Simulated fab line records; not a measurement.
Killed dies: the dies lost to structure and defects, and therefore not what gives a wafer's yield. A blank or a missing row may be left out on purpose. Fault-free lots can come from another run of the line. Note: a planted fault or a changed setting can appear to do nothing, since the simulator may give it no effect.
One fault seen from 2 desks | flow n5_finfet | what lay behind the numbers comes last; until then each desk has only its own

== AT THE METROLOGY DESK ==
Means of the sampled wafers that have a number, per lot and without regard to the tool the lot ran on: this is what the gauges read. A lot is out of limits, marked OUT, if its mean lies more than 4 standard deviations from the usual mean; the brackets give that distance.
Columns: A = cd_nm at N5_DUMMY_GATE_CD_MEAS_15, usual 24.93 nm
lot  | first seen here | A
L871 | day 2 22:53     | 24.67
L872 | day 3 05:35     | 24.82
L873 | day 3 11:08     | 25.11
L874 | day 3 16:49     | 24.94
L885 | day 6 11:41     | 24.99
L886 | day 6 19:52     | 25.01
L887 | day 7 02:16     | 25.08
L888 | day 7 05:08     | 25.16
L890 | day 7 17:01     | 24.87
L891 | day 7 23:49     | 25.13
L892 | day 8 03:11     | 25.04
L893 | day 8 10:38     | 24.87
This desk's finding: nothing out of limits on any of the 12 lots.

== DESK OF THE TOOL OWNER: litho_track-02 ==
The tool's own readings at N5_DUMMY_GATE_PEB_13 (peb time 60 s): means of the sampled wafers that have a number, for each lot that ran on this tool. A lot is out of limits, marked OUT, if its mean lies more than 4 standard deviations from the usual mean; the brackets give that distance.
Columns: A = chill_plate_temp_C at N5_DUMMY_GATE_PEB_13, usual 23.03 C; B = exhaust_pa at N5_DUMMY_GATE_PEB_13, usual 45.1 Pa; C = plate_temp_C at N5_DUMMY_GATE_PEB_13, usual 99.98 C
lot  | first seen here | A     | B    | C
L873 | day 3 11:04     | 23.10 | 45.5 | 100.12
L874 | day 3 16:45     | 23.00 | 44.3 | 99.97
L885 | day 6 11:37     | 23.05 | 45.4 | 99.88
L890 | day 7 16:57     | 23.11 | 45.0 | 100.06
L891 | day 7 23:44     | 22.96 | 45.9 | 99.98
This desk's finding: nothing out of limits on any of the 5 lots.

== ALL TOGETHER ==
At the metrology desk, nothing out of limits was observed.
The desk of the tool owner found nothing out of limits.

== WHAT THE SIMULATOR PUT IN ==
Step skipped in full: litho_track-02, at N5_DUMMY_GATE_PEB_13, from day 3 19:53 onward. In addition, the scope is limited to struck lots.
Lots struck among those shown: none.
